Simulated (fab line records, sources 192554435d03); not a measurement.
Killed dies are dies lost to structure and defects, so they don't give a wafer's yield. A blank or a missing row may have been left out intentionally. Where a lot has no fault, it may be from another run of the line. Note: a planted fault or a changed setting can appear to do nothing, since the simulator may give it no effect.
Matching of chambers / flow n5 finfet / rie diel-03 running N5_BEOL_M13_ETCH_38: 4 sister chambers
The step etches SiCN in CF4/N2, target depth 67.5 nm, time 71.9 s. 8 wafers are shown with their chamber, then 10 later ones without.

== WAFERS, EACH WITH ITS CHAMBER ==
wafer=L081.6; chamber=2; drypump motor current A (A)=5.7; showerhead plenum p Torr (Torr)=2.09
wafer=L089.5; chamber=1; drypump motor current A (A)=5.8; showerhead plenum p Torr (Torr)=2.18
wafer=L093.3; chamber=1; drypump motor current A (A)=5.7; showerhead plenum p Torr (Torr)=2.18
wafer=L091.1; chamber=3; drypump motor current A (A)=5.5; showerhead plenum p Torr (Torr)=2.27
wafer=L091.4; chamber=2; drypump motor current A (A)=5.7; showerhead plenum p Torr (Torr)=2.36
wafer=L091.6; chamber=0; drypump motor current A (A)=6.0; showerhead plenum p Torr (Torr)=2.30
wafer=L096.1; chamber=0; drypump motor current A (A)=5.9; showerhead plenum p Torr (Torr)=2.29
wafer=L096.2; chamber=3; drypump motor current A (A)=5.5; showerhead plenum p Torr (Torr)=2.27

== WAFERS WHOSE CHAMBER IS MISSING ==
wafer=L096.3; drypump motor current A (A)=5.7; showerhead plenum p Torr (Torr)=2.35
wafer=L095.1; drypump motor current A (A)=5.7; showerhead plenum p Torr (Torr)=2.35
wafer=L095.2; drypump motor current A (A)=5.9; showerhead plenum p Torr (Torr)=2.29
wafer=L095.4; drypump motor current A (A)=5.5; showerhead plenum p Torr (Torr)=2.27
wafer=L097.4; drypump motor current A (A)=5.8; showerhead plenum p Torr (Torr)=2.18
wafer=L097.5; drypump motor current A (A)=5.9; showerhead plenum p Torr (Torr)=2.29
wafer=L097.6; drypump motor current A (A)=5.5; showerhead plenum p Torr (Torr)=2.26
wafer=L094.1; drypump motor current A (A)=5.8; showerhead plenum p Torr (Torr)=2.18
wafer=L094.4; drypump motor current A (A)=5.8; showerhead plenum p Torr (Torr)=2.29
wafer=L094.5; drypump motor current A (A)=5.8; showerhead plenum p Torr (Torr)=2.18

== WHICH CHAMBER EACH WENT THROUGH ==
wafer=L096.3; from the rows above=can't be placed: 2 or 1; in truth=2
wafer=L095.1; from the rows above=can't be placed: 2 or 1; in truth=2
wafer=L095.2; from the rows above=0; in truth=0
wafer=L095.4; from the rows above=3; in truth=3
wafer=L097.4; from the rows above=can't be placed: 1 or 2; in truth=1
wafer=L097.5; from the rows above=0; in truth=0
wafer=L097.6; from the rows above=3; in truth=3
wafer=L094.1; from the rows above=can't be placed: 1 or 2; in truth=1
wafer=L094.4; from the rows above=can't be placed: 1 or 2 or 0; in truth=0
wafer=L094.5; from the rows above=can't be placed: 1 or 2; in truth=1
Correctly placed: 4 of 10. Cannot be placed on the basis of these rows: 6; the candidates contain the true chamber in 6. Wrongly placed: 0.
How it was worked out, from the rows above alone: a wafer's distance from a chamber is the root of the sum, over the readings, of the square of ((its reading less the chamber's mean) divided by the reading's scatter). If the next closest chamber is less than 2 further off than the closest, the wafer can't be placed; otherwise it belongs to the closest. A chamber's mean is the mean of its shown wafers. The scatter is the square root of a quotient: the sum, over the shown wafers, of each reading's squared deviation from its chamber's mean, divided by wafers minus chambers.
